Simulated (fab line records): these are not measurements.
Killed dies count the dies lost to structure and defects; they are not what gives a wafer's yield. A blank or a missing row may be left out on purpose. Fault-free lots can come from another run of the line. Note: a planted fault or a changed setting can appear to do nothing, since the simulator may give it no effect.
8D (eight disciplines) problem report, filled in by code + flow nand_harc + the parts of the form that need people (team, actions taken, sign-off) are left out

## 1. THE ISSUE
killed_at_periphery at NHARC_END_SORT_01 reads a mean of 181.6 on 9 wafers of 3 lots; wafers without a fault read 3.4 with a standard deviation of 2.4. That is +74 standard deviations from the usual mean.
Seen first at day 25 10:07 on prober-01, wafer L794.1. The record holds 9 wafers of 3 lots with a number at this step. The rule behind "out" and "out of limits": a value lying over 4 standard deviations away from the usual mean. All remaining wafers that have a number are taken as sound.

## 2. WHAT THIS IS AND IS NOT
| question                    | is                               | is not                       |
|-----------------------------|----------------------------------|------------------------------|
| which readings at this step | killed_at_periphery, killed_dies | killed_at_array, killed_open |
| which lots                  | L794, L795, L799                 | -                            |
| which wafers of those lots  | all that have a number           | -                            |
| read on which gauges        | prober-01, prober-02             | -                            |
| when                        | from day 25 10:07                | up to then (0 sound wafers)  |

## 3. SUSPECTS, AND WHAT RULES EACH OUT
Counting: a tool stays on the suspect list if, at a process step up to the reading, it processed all lots that are out and no sound lot following the first of them.
- the gauge at NHARC_END_SORT_01: ruled out. The wafers that are out were read on 2 gauges (prober-01, prober-02).
- krf_scanner-01 at NHARC_P_GATE_EXPOSE_43 (exposes mask P NSD, target cd 720 nm): kept. It ran every lot that is out, first L794 (day 6 15:07), and no sound lot after that.
After counting, what remains is krf_scanner-01 at NHARC_P_GATE_EXPOSE_43.

## 4. THE CAUSE (what the simulator had put in)
Scanner matching overlay: krf_scanner-01, from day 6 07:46 on, at NHARC_P_GATE_EXPOSE_43. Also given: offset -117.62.
Counting left only this tool.

## 5. SEQUENCE OF EFFECTS, ordered by route
Each row: a reading whose mean over the struck wafers that have a number lies more than 3 standard deviations from the usual. Readings are gone through only where the record gives a usual standard deviation; hours: the median, over the lots, of the time from a lot's start at the first step in this table giving one to that lot's start at this step; sigmas: the change measured in usual standard deviations.
| hours | step              | reading             | usual | on struck wafers | change | sigmas |
|-------|-------------------|---------------------|-------|------------------|--------|--------|
| 0     | NHARC_END_SORT_01 | killed_at_periphery | 3.4   | 181.6            | +178.2 | +74    |
| 0     | NHARC_END_SORT_01 | killed_dies         | 54    | 226              | +172   | +10    |

## 6. HOW IT WOULD HAVE BEEN CAUGHT EARLIER
The first out-of-limits reading at a measuring or inspecting step in this record came at day 25 10:07, 458 hours after the fault's start at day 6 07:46.
The start of NHARC_P_GATE_EXPOSE_43 on krf_scanner-01 came by day 25 10:07 for every one of the lots that are out (3). A hold on the tool at that time would have spared none of them.
